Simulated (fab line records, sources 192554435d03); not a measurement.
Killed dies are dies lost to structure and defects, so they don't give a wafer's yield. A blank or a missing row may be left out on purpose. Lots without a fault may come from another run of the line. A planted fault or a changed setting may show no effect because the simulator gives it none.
fab line records | flow n5_finfet | part 1 of 2: steps 1 to 20 of 30
record lots=5 wafers=15 last_day=18
route steps=1938 shown BEOL_M6@1196
lots that met no fault: from a run of the same line without faults
start_h: hours from the record's first day to the start of the lot's first wafer shown | wait_h: hours since the lot's step before | " the same as in the row above | L1.1+2: a row that stands for several wafers | - no value, or no start given | * or withheld: withheld | < > ~ a bound
route shown NAME@n: a module of which the file shows steps, and the number in the route of the first | usual: mean/standard deviation of fault-free wafers | same: alike in all rows | chamber/n: place in a boat | sites: the reading at each site | _std_site: their standard deviation | _edge_site: outer sites' mean less inner sites' | radius_mm: how far each site lies from the wafer's centre | mask NAME#n: copy n | behind: the tool/chamber that last shaped the wafer | hold: why the lot was held/for how many hours/how that ended | device: the transistor (n, p or np) that didn't switch | end of line: the same wafers' tests at the end of the route | a step without rows: its recipe alone | killed: dies lost to structure and defects at the first sort, not the wafer's yield | map: a wafer's dies, x killed, . not, _ none there
set.NAME: the setting as run; set.NAME@STEP: as run at that earlier step | model.NAME: the simulator's own value behind a step, which no gauge read
lots at some steps of the route; a table a step, a row a wafer
services: from which hour (start_h, from the record's first day; less than 0 if before it) a tool's chamber was out of use, for how many hours, and why
## steps
# step N5_BEOL_M6_THK_MEAS_01
# recipe reads=SiCOH_lowk_of_BEOL_M6_ILD_DEP_00
# usual M6_ILD_THK=155.0/2.1
# columns lot.wafer tool chamber start_h wait_h M6_ILD_THK[nm]
L074.1 film_metro-01 - 175.47 0.4 157.0
L074.2 " - " " 152.5
L074.5 " - " " 158.4
L078.2 film_metro-01 - 247.71 0.4 155.0
L078.3 " - " " 152.1
L078.6 " - " " 159.2
L083.1 film_metro-01 - 252.54 0.4 154.9
L083.2 " - " " 152.7
L083.3 " - " " 152.3
L084.1 film_metro-02 - 257.77 0.4 151.0
L084.3 " - " " 156.3
L084.5 " - " " 155.1
L094.1 film_metro-01 - 332.23 0.4 155.2
L094.4 " - " " 160.9
L094.6 " - " " 156.9
# step N5_BEOL_M6_PECVD_70
# recipe material=SiO2 target_thk_a=200 temp_c=400 precursor=TEOS/O2 pressure_torr=5.5 rf_w=450 teos_flow_sccm=53.8 gas=O2 flow_sccm=3000 time_s=22.7
# usual heater_power_w=735/93 showerhead_plenum_p_Torr=8.80/0.072 throttle_valve_pct=22.1/0.61
# same time_s=22.7
# columns lot.wafer tool chamber start_h wait_h heater_power_w showerhead_plenum_p_Torr since_wet_clean_h throttle_valve_pct
L074.1 pecvd-02 0 175.51 0.0 754 8.80 1061 22.1
L074.2 " 2 " " 676 8.81 307 22.0
L074.5 " 0 " " 765 8.78 - 22.4
L078.2 pecvd-03 2 247.75 0.0 613 8.78 16 21.6
L078.3 " 2 " " 609 8.79 - 21.4
L078.6 " 1 " " 761 8.64 - 23.0
L083.1 pecvd-01 0 252.58 0.0 787 8.88 956 21.3
L083.2 " 1 " " 746 8.89 1681 21.2
L083.3 " 1 " " 751 8.90 - 21.0
L084.1 pecvd-03 0 257.81 0.0 674 8.79 780 22.3
L084.3 " 1 " " 727 8.65 1505 23.2
L084.5 " 1 " " 732 8.66 - 23.4
L094.1 pecvd-02 1 332.27 0.0 825 8.86 1942 22.0
L094.4 " 2 " " 702 8.82 - 22.4
L094.6 " 1 " " 827 8.84 - 22.0
# step N5_BEOL_M6_HM_DEP_02
# recipe material=TiN target_thk_a=200 temp_c=25 chamber_pressure_pa=0.49996
# usual throttle_valve_pct=30.2/1
# columns lot.wafer tool chamber start_h wait_h throttle_valve_pct
L074.1 pvd_sputter-01 - 177.47 1.9 31.8
L074.2 " - " " 28.5
L074.5 " - " " 28.6
L078.2 pvd_sputter-03 - 249.31 1.5 30.7
L078.3 " - " " 31.3
L078.6 " - " " 29.6
L083.1 pvd_sputter-03 - 255.26 2.7 29.0
L083.2 " - " " 31.3
L083.3 " - " " 30.6
L084.1 pvd_sputter-03 - 258.92 1.1 31.7
L084.3 " - " " 29.4
L084.5 " - " " 29.8
L094.1 pvd_sputter-03 - 332.50 0.2 29.9
L094.4 " - " " 30.3
L094.6 " - " " 30.8
# step N5_BEOL_M6_COAT_59
# recipe resist=SOC temp_c=250 time_s=60 spin_rpm=1500 resist_thk_nm=100
# usual resist_line_temp_C=23.00/0.1
# same time_s=60
# columns lot.wafer tool chamber start_h wait_h resist_line_temp_C
L074.1 litho_track-05 0 177.59 0.1 23.01
L074.2 " 0 " " 23.09
L074.5 " 0 " " 23.08
L078.2 litho_track-05 0 249.44 0.1 23.01
L078.3 " 0 " " 22.87
L078.6 " 0 " " 22.90
L083.1 litho_track-05 0 255.40 0.1 22.96
L083.2 " 0 " " 23.08
L083.3 " 0 " " 23.03
L084.1 litho_track-05 0 259.04 0.1 23.01
L084.3 " 0 " " 22.93
L084.5 " 0 " " 22.99
L094.1 litho_track-02 0 332.63 0.1 22.85
L094.4 " 0 " " 22.87
L094.6 " 0 " " 22.96
# step N5_BEOL_M6_COAT_60
# recipe resist=SiARC temp_c=220 time_s=60 spin_rpm=1500 resist_thk_nm=35
# usual resist_line_temp_C=22.98/0.11
# same time_s=60
# columns lot.wafer tool chamber start_h wait_h resist_line_temp_C
L074.1 litho_track-05 0 - - 23.08
L074.2 " 0 " " 23.05
L074.5 " 0 " " 22.93
L078.2 litho_track-05 0 - - 23.01
L078.3 " 0 " " 23.00
L078.6 " 0 " " 23.21
L083.1 litho_track-05 0 - - 22.95
L083.2 " 0 " " 22.99
L083.3 " 0 " " 23.06
L084.1 litho_track-05 0 - - 22.91
L084.3 " 0 " " 22.89
L084.5 " 0 " " 22.94
L094.1 litho_track-02 0 - - 22.98
L094.4 " 0 " " 22.94
L094.6 " 0 " " 23.10
# step N5_BEOL_M6_COAT_05
# recipe resist=CAR-ArF spin_rpm=1500 resist_thk_nm=90
# usual resist_line_temp_C=22.99/0.094
# columns lot.wafer tool chamber start_h wait_h resist_line_temp_C
L074.1 litho_track-05 0 - - 23.09
L074.2 " 0 " " 22.98
L074.5 " 0 " " 22.93
L078.2 litho_track-05 0 - - 23.13
L078.3 " 0 " " 22.96
L078.6 " 0 " " 23.14
L083.1 litho_track-05 0 - - 22.93
L083.2 " 0 " " 22.84
L083.3 " 0 " " 22.96
L084.1 litho_track-05 0 - - 22.97
L084.3 " 0 " " 23.05
L084.5 " 0 " " 22.95
L094.1 litho_track-02 0 - - 22.92
L094.4 " 0 " " 23.04
L094.6 " 0 " " 22.98
# step N5_BEOL_M6_EBR_07
# recipe solvent=PGMEA ebr_width_mm=1.5
# usual resist_line_temp_C=23.00/0.11
# columns lot.wafer tool chamber start_h wait_h resist_line_temp_C
L074.1 litho_track-05 0 - - 22.82
L074.2 " 0 " " 22.99
L074.5 " 0 " " 22.92
L078.2 litho_track-05 0 - - 23.08
L078.3 " 0 " " 23.23
L078.6 " 0 " " 22.93
L083.1 litho_track-05 0 - - 22.91
L083.2 " 0 " " 23.13
L083.3 " 0 " " 23.07
L084.1 litho_track-05 0 - - 22.91
L084.3 " 0 " " 22.88
L084.5 " 0 " " 22.77
L094.1 litho_track-02 0 - - 23.19
L094.4 " 0 " " 23.05
L094.6 " 0 " " 23.15
# step N5_BEOL_M6_SOFTBAKE_06
# recipe temp_c=110 time_s=60 resist=CAR-ArF
# usual resist_line_temp_C=23.01/0.098
# same time_s=60
# columns lot.wafer tool chamber start_h wait_h resist_line_temp_C
L074.1 litho_track-05 0 - - 23.00
L074.2 " 0 " " 23.01
L074.5 " 0 " " 22.99
L078.2 litho_track-05 0 - - 23.07
L078.3 " 0 " " 22.95
L078.6 " 0 " " 22.99
L083.1 litho_track-05 0 - - 23.05
L083.2 " 0 " " 23.06
L083.3 " 0 " " 23.05
L084.1 litho_track-05 0 - - 23.03
L084.3 " 0 " " 23.04
L084.5 " 0 " " 23.14
L094.1 litho_track-02 0 - - 22.77
L094.4 " 0 " " 22.77
L094.6 " 0 " " 22.94
# step N5_BEOL_M6_EXPOSE_08
# recipe mask_id=M6 na=1.35 source_shape=dipole sigma_inner=0.817 sigma_outer=0.97 polarization=te dose_mj=68.25
# columns lot.wafer tool chamber start_h wait_h mask
L074.1+2+5 arfi_scanner-02 0 177.84 - M6#0
L078.2+3+6 arfi_scanner-02 0 249.69 - M6#0
L083.1+2+3 arfi_scanner-02 0 255.52 - M6#0
L084.1+3+5 arfi_scanner-02 0 259.16 - M6#0
L094.1+4+6 arfi_scanner-02 0 332.75 - M6#0
# step N5_BEOL_M6_PEB_09
# recipe peb_temp_c=withheld peb_time_s=60 resist=CAR-ArF
# usual resist_line_temp_C=22.99/0.096
# columns lot.wafer tool chamber start_h wait_h resist_line_temp_C
L074.1 litho_track-05 0 177.90 0.1 22.78
L074.2 " 0 " " 22.91
L074.5 " 0 " " 22.89
L078.2 litho_track-05 0 249.75 0.0 23.07
L078.3 " 0 " " 22.90
L078.6 " 0 " " 23.08
L083.1 litho_track-05 0 255.58 0.1 22.95
L083.2 " 0 " " 22.94
L083.3 " 0 " " 23.13
L084.1 litho_track-05 0 259.22 0.1 22.98
L084.3 " 0 " " 23.05
L084.5 " 0 " " 22.96
L094.1 litho_track-05 0 332.81 0.1 22.83
L094.4 " 0 " " 23.04
L094.6 " 0 " " 22.98
# step N5_BEOL_M6_DEVELOP_10
# recipe develop_time_s=30 developer=TMAH resist=CAR-ArF rinse_liquid=diw dry=air_spin dev_temp_c=23
# usual resist_line_temp_C=22.99/0.1
# columns lot.wafer tool chamber start_h wait_h resist_line_temp_C
L074.1 litho_track-05 0 - - 22.87
L074.2 " 0 " " 22.89
L074.5 " 0 " " 22.85
L078.2 litho_track-05 0 - - 22.86
L078.3 " 0 " " 22.85
L078.6 " 0 " " 22.92
L083.1 litho_track-05 0 - - 23.11
L083.2 " 0 " " 23.18
L083.3 " 0 " " 22.93
L084.1 litho_track-05 0 - - 23.13
L084.3 " 0 " " 23.07
L084.5 " 0 " " 23.00
L094.1 litho_track-05 0 - - 23.05
L094.4 " 0 " " 22.79
L094.6 " 0 " " 22.88
# step N5_BEOL_M6_CD_MEAS_11
# recipe target_cd_nm=38.5 landing_energy_ev=500 detector=se_inlens polarity=opening
# usual cd_nm=38.7/0.55
# columns lot.wafer tool chamber start_h wait_h cd_nm
L074.1 cd_sem-01 0 177.96 - 37.9
L074.2 " 0 " " 38.2
L074.5 " 0 " " 39.0
L078.2 cd_sem-01 0 249.81 - 38.6
L078.3 " 0 " " 38.5
L078.6 " 0 " " 38.2
L083.1 cd_sem-03 0 255.64 - 38.1
L083.2 " 0 " " 38.8
L083.3 " 0 " " 39.1
L084.1 cd_sem-01 0 259.29 - 39.3
L084.3 " 0 " " 38.5
L084.5 " 0 " " 39.0
L094.1 cd_sem-03 0 332.88 - 38.2
L094.4 " 0 " " 38.9
L094.6 " 0 " " 38.4
# step N5_BEOL_M6_OVL_MEAS_12
# recipe points_per_wafer=44
# usual M6_OVL=0.0/0.69
# columns lot.wafer tool chamber start_h wait_h M6_OVL[nm]
L074.1 overlay-01 0 177.99 0.0 -0.3
L074.2 " 0 " " -0.1
L074.5 " 0 " " -1.3
L078.2 overlay-01 0 249.84 0.0 0.5
L078.3 " 0 " " -0.8
L078.6 " 0 " " -0.2
L083.1 overlay-01 0 255.67 0.0 1.5
L083.2 " 0 " " 0.7
L083.3 " 0 " " 0.7
L084.1 overlay-02 0 259.32 0.0 1.3
L084.3 " 0 " " 0.9
L084.5 " 0 " " 0.9
L094.1 overlay-02 0 332.91 0.0 1.2
L094.4 " 0 " " -0.3
L094.6 " 0 " " 1.2
# step N5_BEOL_M6_INSPECT_13
# recipe mode=adi inspect_instrument=brightfield
# usual raw_defect_count=383/72
# columns lot.wafer tool chamber start_h wait_h raw_defect_count
L074.1 defect_inspect-01 - 178.02 0.0 289
L074.2 " - " " 358
L074.5 " - " " 416
L078.2 defect_inspect-02 - 249.87 0.0 494
L078.3 " - " " 369
L078.6 " - " " 443
L083.1 defect_inspect-01 - 255.70 0.0 372
L083.2 " - " " 520
L083.3 " - " " 359
L084.1 defect_inspect-02 - 259.34 0.0 345
L084.3 " - " " 371
L084.5 " - " " 453
L094.1 defect_inspect-02 - 332.93 0.0 312
L094.4 " - " " 358
L094.6 " - " " 340
# step N5_BEOL_M6_DESCUM_16
# recipe chemistry=O2 time_s=7.9 source_power_w=50 bias_power_w=20 pressure_mtorr=20 rf_frequency_hz=2.712e+07 temp_c=40 resist=CAR-ArF o2_flow_sccm=225
# usual drypump_motor_current_A=5.8/0.41 oes_product_au=0.83/0.094 rf_vpp_V=243.5/1.2 showerhead_plenum_p_Torr=2.11/0.06 throttle_valve_pct=20.35/0.2
# same time_s=7.9
# columns lot.wafer tool chamber start_h wait_h drypump_motor_current_A oes_product_au rf_hours_counter_h rf_vpp_V showerhead_plenum_p_Torr throttle_valve_pct
L074.1 rie_diel-06 2 178.23 0.2 6.4 0.93 14 244.0 2.16 20.33
L074.2 " 0 " " 5.4 0.68 211 241.1 1.99 20.48
L074.5 " 3 " " 5.7 0.90 - 242.2 2.12 20.00
L078.2 rie_diel-06 0 249.99 0.1 5.3 0.67 233 240.7 1.98 20.52
L078.3 " 3 " " 5.7 0.87 45 242.2 2.11 20.05
L078.6 " 1 " " 6.5 0.90 - 244.8 2.14 20.04
L083.1 rie_diel-06 0 256.23 0.5 5.3 0.67 234 241.0 1.98 20.52
L083.2 " 1 " " 6.5 0.92 26 243.7 2.14 20.04
L083.3 " 2 " " 6.4 0.88 39 245.2 2.15 20.37
L084.1 rie_diel-05 0 260.09 0.7 5.4 0.86 39 242.2 2.05 20.45
L084.3 " 2 " " 5.7 0.75 152 244.5 2.18 20.46
L084.5 " 0 " " 5.4 0.86 - 243.3 2.05 20.46
L094.1 rie_diel-06 2 332.97 0.0 6.4 0.83 64 243.9 2.14 20.41
L094.4 " 0 " " 5.3 0.99 4 245.2 2.23 20.23
L094.6 " 1 " " 6.5 0.86 - 243.6 2.13 20.07
# step N5_BEOL_M6_ETCH_61
# recipe chemistry=CF4 target=SiARC target_depth_a=455 mask_material=CAR-ArF time_s=75.8 ion_energy_ev=80 pressure_mtorr=40 source_w=545 bias_w=36 Ar_flow_sccm=100 cf4_flow_sccm=100 ends=cleared
# usual drypump_motor_current_A=5.8/0.41 etch_rf_on_time_s=75.4/2.4 oes_product_au=0.71/0.083 rf_vpp_V=184.5/1.1 showerhead_plenum_p_Torr=2.16/0.056 throttle_valve_pct=15.52/0.22
# columns lot.wafer tool chamber start_h wait_h drypump_motor_current_A etch_rf_on_time_s oes_product_au rf_hours_counter_h rf_vpp_V showerhead_plenum_p_Torr throttle_valve_pct
L074.1 rie_diel-06 2 178.27 0.0 6.4 76.3 0.81 14 184.1 2.17 15.26
L074.2 " 0 " " 5.4 78.3 0.58 211 182.1 2.06 15.83
L074.5 " 3 " " 5.7 75.1 0.77 - 186.1 2.18 15.28
L078.2 rie_diel-06 0 250.03 0.0 5.3 78.6 0.56 233 182.1 2.05 15.90
L078.3 " 3 " " 5.7 73.5 0.73 45 185.8 2.18 15.31
L078.6 " 1 " " 6.5 72.9 0.80 - 184.7 2.20 15.31
L083.1 rie_diel-06 0 256.26 0.0 5.3 78.5 0.56 234 182.8 2.05 15.88
L083.2 " 1 " " 6.6 72.8 0.80 26 184.9 2.20 15.33
L083.3 " 2 " " 6.4 77.1 0.76 39 185.6 2.17 15.32
L084.1 rie_diel-05 0 260.13 0.0 5.3 80.6 0.72 39 184.0 2.09 15.45
L084.3 " 2 " " 5.7 75.1 0.64 152 186.1 2.23 15.71
L084.5 " 0 " " 5.4 81.1 0.72 - 185.0 2.09 15.44
L094.1 rie_diel-06 2 333.00 0.0 6.4 75.1 0.74 64 184.9 2.16 15.37
L094.4 " 0 " " 5.3 74.9 0.85 4 185.3 2.30 15.44
L094.6 " 1 " " 6.5 71.7 0.76 - 184.7 2.19 15.37
# step N5_BEOL_M6_ETCH_62
# recipe chemistry=N2/H2 target=SOC target_depth_a=1100 overetch_a=220 mask_material=SiARC temp_c=40 time_s=165 ion_energy_ev=200 pressure_mtorr=30 source_w=840 bias_w=150 n2_flow_sccm=200 h2_flow_sccm=200
# usual drypump_motor_current_A=5.8/0.41 oes_product_au=0.70/0.077 rf_vpp_V=524.5/2.1 showerhead_plenum_p_Torr=2.57/0.07 throttle_valve_pct=17.74/0.26
# same time_s=165
# columns lot.wafer tool chamber start_h wait_h drypump_motor_current_A oes_product_au rf_hours_counter_h rf_vpp_V showerhead_plenum_p_Torr throttle_valve_pct
L074.1 rie_diel-06 2 178.32 0.0 6.4 0.80 14 525.8 2.58 17.42
L074.2 " 0 " " 5.4 0.59 211 520.5 2.40 17.79
L074.5 " 3 " " 5.7 0.75 - 524.6 2.60 17.49
L078.2 rie_diel-06 0 250.08 0.0 5.3 0.58 233 519.8 2.39 17.84
L078.3 " 3 " " 5.7 0.71 45 524.9 2.59 17.54
L078.6 " 1 " " 6.5 0.78 - 525.1 2.58 17.34
L083.1 rie_diel-06 0 256.32 0.0 5.3 0.57 234 519.6 2.39 17.84
L083.2 " 1 " " 6.5 0.77 26 525.4 2.58 17.34
L083.3 " 2 " " 6.4 0.76 39 525.8 2.57 17.46
L084.1 rie_diel-05 0 260.18 0.0 5.4 0.73 40 523.7 2.50 17.90
L084.3 " 2 " " 5.7 0.63 152 527.7 2.67 18.04
L084.5 " 0 " " 5.4 0.74 - 521.1 2.50 17.90
L094.1 rie_diel-06 2 333.06 0.0 6.4 0.73 64 523.3 2.56 17.49
L094.4 " 0 " " 5.3 0.84 4 527.8 2.70 17.46
L094.6 " 1 " " 6.5 0.73 - 525.5 2.57 17.38
# step N5_BEOL_M6_STRIP_68
# recipe chemistry=N2/H2 temp_c=40 n2_flow_sccm=200 h2_flow_sccm=200 rf_frequency_hz=6e+07
# columns lot.wafer tool chamber start_h wait_h
L074.1+2+5 rie_diel-06 2,0,3 178.46 0.1
L078.2+3+6 rie_diel-06 0,3,1 250.22 0.1
L083.1+2+3 rie_diel-06 0,1,2 256.46 0.1
L084.1+3+5 rie_diel-05 0,2,0 260.32 0.1
L094.1+4+6 rie_diel-06 2,0,1 333.19 0.1
# step N5_BEOL_M6_STRIP_67
# recipe chemistry=CF4 resist=SiARC power_w=300 bias_power_w=75 pressure_mtorr=50 cf4_flow_sccm=150 rf_frequency_hz=6e+07
# usual drypump_motor_current_A=5.8/0.41 oes_product_au=0.83/0.092 rf_vpp_V=271.5/1.4 showerhead_plenum_p_Torr=1.82/0.052 throttle_valve_pct=13.50/0.24
# columns lot.wafer tool chamber start_h wait_h drypump_motor_current_A oes_product_au rf_hours_counter_h rf_vpp_V showerhead_plenum_p_Torr throttle_valve_pct
L074.1 rie_diel-06 2 178.47 0.0 6.4 0.95 14 271.2 1.83 13.23
L074.2 " 0 " " 5.3 0.68 211 268.5 1.71 13.77
L074.5 " 3 " " 5.7 0.89 - 272.9 1.84 13.27
L078.2 rie_diel-06 0 250.23 0.0 5.3 0.68 233 267.2 1.71 13.81
L078.3 " 3 " " 5.7 0.85 45 272.3 1.83 13.33
L078.6 " 1 " " 6.5 0.91 - 271.7 1.85 13.28
L083.1 rie_diel-06 0 256.47 0.0 5.3 0.67 234 270.1 1.70 13.83
L083.2 " 1 " " 6.5 0.91 26 271.3 1.85 13.30
L083.3 " 2 " " 6.4 0.90 40 271.1 1.82 13.29
L084.1 rie_diel-05 0 260.33 0.0 5.3 0.88 40 271.4 1.75 13.38
L084.3 " 2 " " 5.7 0.74 152 271.2 1.89 13.75
L084.5 " 0 " " 5.4 0.86 - 270.8 1.75 13.39
L094.1 rie_diel-06 2 333.20 0.0 6.4 0.87 64 273.6 1.82 13.35
L094.4 " 0 " " 5.3 0.98 4 273.8 1.91 13.32
L094.6 " 1 " " 6.5 0.86 - 272.2 1.84 13.35
# step N5_BEOL_M6_HM_OPEN_17
# recipe chemistry=Cl2/BCl3 target_depth_a=200 overetch_a=60 target=TiN mask_material=SOC ion_energy_ev=150 pressure_mtorr=10 icp_w=1000 bias_w=126 Cl2_flow_sccm=53.25 bcl3_flow_sccm=21.75 Ar_flow_sccm=25
# usual drypump_motor_current_A=5.59/0.25 mfc_cl2_sccm=53.24/0.15 oes_product_au=0.73/0.082 throttle_valve_pct=22.35/0.24
# columns lot.wafer tool chamber start_h wait_h drypump_motor_current_A mfc_cl2_sccm oes_product_au rf_hours_counter_h throttle_valve_pct
L074.1 rie_metal-01 1 178.51 0.0 5.88 53.11 0.81 4 22.76
L074.2 " 0 " " 5.40 53.39 0.75 13 22.46
L074.5 " 0 " " 5.41 53.26 0.74 - 22.44
L078.2 rie_metal-01 0 250.27 0.0 5.38 53.24 0.72 17 22.45
L078.3 " 0 " " 5.38 53.23 0.73 - 22.45
L078.6 " 1 " " 5.84 53.23 0.77 - 22.75
L083.1 rie_metal-01 0 256.51 0.0 5.38 53.21 0.73 18 22.47
L083.2 " 1 " " 5.87 53.26 0.79 9 22.76
L083.3 " 1 " " 5.84 53.28 0.79 - 22.76
L084.1 rie_metal-01 1 260.37 0.0 5.83 53.51 0.77 9 22.79
L084.3 " 1 " " 5.85 53.34 0.79 - 22.77
L084.5 " 0 " " 5.40 53.26 0.72 - 22.48
L094.1 rie_metal-02 0 333.24 0.0 5.29 53.43 0.76 9 22.03
L094.4 " 0 " " 5.30 53.31 0.76 - 22.02
L094.6 " 0 " " 5.29 53.20 0.76 - 22.02
